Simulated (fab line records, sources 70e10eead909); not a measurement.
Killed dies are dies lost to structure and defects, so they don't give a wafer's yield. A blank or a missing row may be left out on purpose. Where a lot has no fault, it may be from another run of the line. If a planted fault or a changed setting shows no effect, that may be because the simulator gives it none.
The tool behind it: which one?    flow nandHarc    13 lots, 39 wafers sampled, at 2 steps of a route of 1302

WHAT THE GAUGES SHOWED, per wafer
NHARC_P_STI_CD_MEAS_09: target cd 200 nm. Usual: cdNm 200.3 nm, standard deviation 2.
lot   measured      on        cdNm (nm)          flag
L997  day 2 20:28   cdSem-02  200.8 202.3 202.3  
L999  day 3 18:13   cdSem-01  198.0 202.3 199.0  
L100  day 4 02:50   cdSem-02  196.5 197.9 202.1  
L107  day 6 22:53   cdSem-02  199.6 202.0 199.3  
L108  day 7 08:26   cdSem-02  201.8 202.7 200.9  
L109  day 7 20:19   cdSem-02  199.3 202.6 201.7  
L113  day 9 10:13   cdSem-02  199.7 200.3 198.2  
L114  day 9 21:53   cdSem-02  201.6 199.8 202.2  
L115  day 10 07:13  cdSem-03  203.2 200.4 200.8  
L116  day 10 20:23  cdSem-03  202.0 200.9 202.8  
L117  day 11 02:22  cdSem-01  198.6 200.0 200.3  
L118  day 11 16:31  cdSem-02  205.1 201.1 199.1  
L120  day 12 08:22  cdSem-01  200.1 198.9 197.2  

WHAT TOOL EACH LOT RAN ON (gives the tool, then ch and the chambers of the sampled wafers, and finally the start)
lot   NHARC_P_ZERO_WELL_RTA_42
L997  rtpAnneal-01 ch 0, day 2 03:22
L999  rtpAnneal-01 ch 0, day 2 23:01
L100  rtpAnneal-02 ch 0, day 3 09:08
L107  rtpAnneal-01 ch 0, day 6 06:38
L108  rtpAnneal-02 ch 0, day 6 16:55
L109  rtpAnneal-01 ch 0, day 7 02:47
L113  rtpAnneal-02 ch 0, day 8 19:07
L114  rtpAnneal-01 ch 0, day 9 05:18
L115  rtpAnneal-01 ch 0, day 9 15:13
L116  rtpAnneal-01 ch 0, day 10 04:44
L117  rtpAnneal-02 ch 0, day 10 11:08
L118  rtpAnneal-02 ch 0, day 11 01:09
L120  rtpAnneal-01 ch 0, day 11 16:55
- NHARC_P_ZERO_WELL_RTA_42: time 300 s.

AS READ BY THE TOOLS THEMSELVES (means over the sampled wafers that have a number; for cases with no such wafer, the mark the record gives instead)
NHARC_P_ZERO_WELL_RTA_42. Usual: annealTempCMax 1105.1, standard deviation 1.1; lampPowerPct 35 %, standard deviation 3.5; lamp_zone_6_pct 35 %, standard deviation 3.4; lamp_zone_7_pct 35 %, standard deviation 3.5; wafer_temp_C_max 1104.3, standard deviation 0.96.
lot   tool          annealTempCMax  lampPowerPct (%)  lamp_zone_6_pct (%)  lamp_zone_7_pct (%)  wafer_temp_C_max  flag
L997  rtpAnneal-01  1105.0          32                32                   32                   1105.2            
L999  rtpAnneal-01  1104.4          32                32                   32                   1103.8            
L100  rtpAnneal-02  1105.6          39                39                   39                   1103.0            
L107  rtpAnneal-01  1104.8          32                32                   32                   1104.6            
L108  rtpAnneal-02  1107.4          39                39                   39                   1103.4            
L109  rtpAnneal-01  1103.8          32                32                   32                   1105.1            
L113  rtpAnneal-02  1105.5          39                39                   39                   1104.5            
L114  rtpAnneal-01  1104.3          32                32                   32                   1104.4            
L115  rtpAnneal-01  1105.1          32                32                   32                   1104.3            
L116  rtpAnneal-01  1104.5          32                32                   32                   1104.7            
L117  rtpAnneal-02  1105.7          39                39                   39                   1104.2            
L118  rtpAnneal-02  1106.2          39                39                   39                   1104.5            
L120  rtpAnneal-01  1104.9          32                32                   32                   1104.3            

THE ANSWER, worked out from the rows above alone
Rule: a lot is off if the mean of its wafers that have a number lies more than 3 standard deviations from the usual mean. Also off: a lot with no number at a reading for which 4 or more lots have one. Any other lot the step has rows for is counted as sound. The gauges are gone through in route order, then the tools' own readings, and for those a lot's mean is taken as printed above. The first step at which some lot is off is used, and at that step the reading that is off furthest; a lot without a number counts as furthest.
No lot is off at any reading shown: from this, nothing can be told.

WHAT THE SIMULATOR PUT IN
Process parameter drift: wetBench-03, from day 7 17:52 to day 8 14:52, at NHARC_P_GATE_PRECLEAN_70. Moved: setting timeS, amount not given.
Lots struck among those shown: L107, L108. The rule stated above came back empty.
